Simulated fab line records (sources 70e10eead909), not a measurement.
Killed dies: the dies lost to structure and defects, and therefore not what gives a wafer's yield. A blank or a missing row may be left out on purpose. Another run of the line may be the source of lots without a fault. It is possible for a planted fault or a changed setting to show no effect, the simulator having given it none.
Comparing a struck lot with a sound one -- flow nandHarc -- 12 steps out of a route of 1302
Sound: wafers L120.3, L120.5, L120.6. Wafers L126.2, L126.3, L126.5 were the ones struck. At the end, the cause is stated.
Per side, at each step with rows, come the tool, then ch with its chambers, and then its first start. Under that, the readings that differ: sound wafers -- struck wafers -- difference of the means -- sigmas: that difference in standard deviations of wafers without a fault.
alike: a reading whose means differ by less than 2 such deviations, as well as words and numbers matching on both sides. not compared: withheld readings; readings where some wafer has no value; bounds like >300 that might hide an equal value; numbers whose values overlap and for which the record gives no deviation.
The two part at a step that has a row with sigmas, a row that says differs or no value, or rows on one side only. Numbers that have no deviation but don't overlap get no sigmas and don't part them. A reading missing from all wafers of one side parts the sides only when that side holds two or more wafers.

first, 2 steps without rows for these wafers: NHARC_A_STAIRCASE_PRECLEAN_297 (cleans in SC1); NHARC_A_STAIRCASE_SRD_298.
NHARC_A_STAIRCASE_HM_DEP_462: deposits aC, target thk 800 nm.
  sound on aclDep-02 ch 0, day 17 23:06; struck on aclDep-01 ch 0, day 20 20:53
  alike: throttleValvePct
NHARC_A_STAIRCASE_DEP_301: deposits SiON, target thk 30 nm.
  sound on pecvd-01 ch 0,1,2, day 18 00:23; struck on pecvd-02 ch 1,2, day 20 22:28
  alike: heaterPowerW
then, 7 steps without rows for these wafers: NHARC_A_STAIRCASE_DEHYDRATE_302 (time 120 s); NHARC_A_STAIRCASE_HMDS_303 (time 30 s); NHARC_A_STAIRCASE_COAT_304; NHARC_A_STAIRCASE_SOFTBAKE_305 (time 170 s); NHARC_A_STAIRCASE_EBR_306; NHARC_A_STAIRCASE_EXPOSE_307 (exposes mask CHOP 50); NHARC_A_STAIRCASE_PEB_308 (peb time 130 s).
NHARC_A_STAIRCASE_DEVELOP_309: time 140 s.
  sound on lithoTrack-02 ch 0, day 18 01:00; struck on lithoTrack-07, day 20 23:00
  no value came back on the struck wafers for chillPlateTempC (C), exhaustPa (Pa); on the sound wafers chillPlateTempC (C) reads 23.06 23.12 22.88

== WHERE THEY PART ==
Only at NHARC_A_STAIRCASE_DEVELOP_309, as far as this record shows.

WHY: what had been put in by the simulator
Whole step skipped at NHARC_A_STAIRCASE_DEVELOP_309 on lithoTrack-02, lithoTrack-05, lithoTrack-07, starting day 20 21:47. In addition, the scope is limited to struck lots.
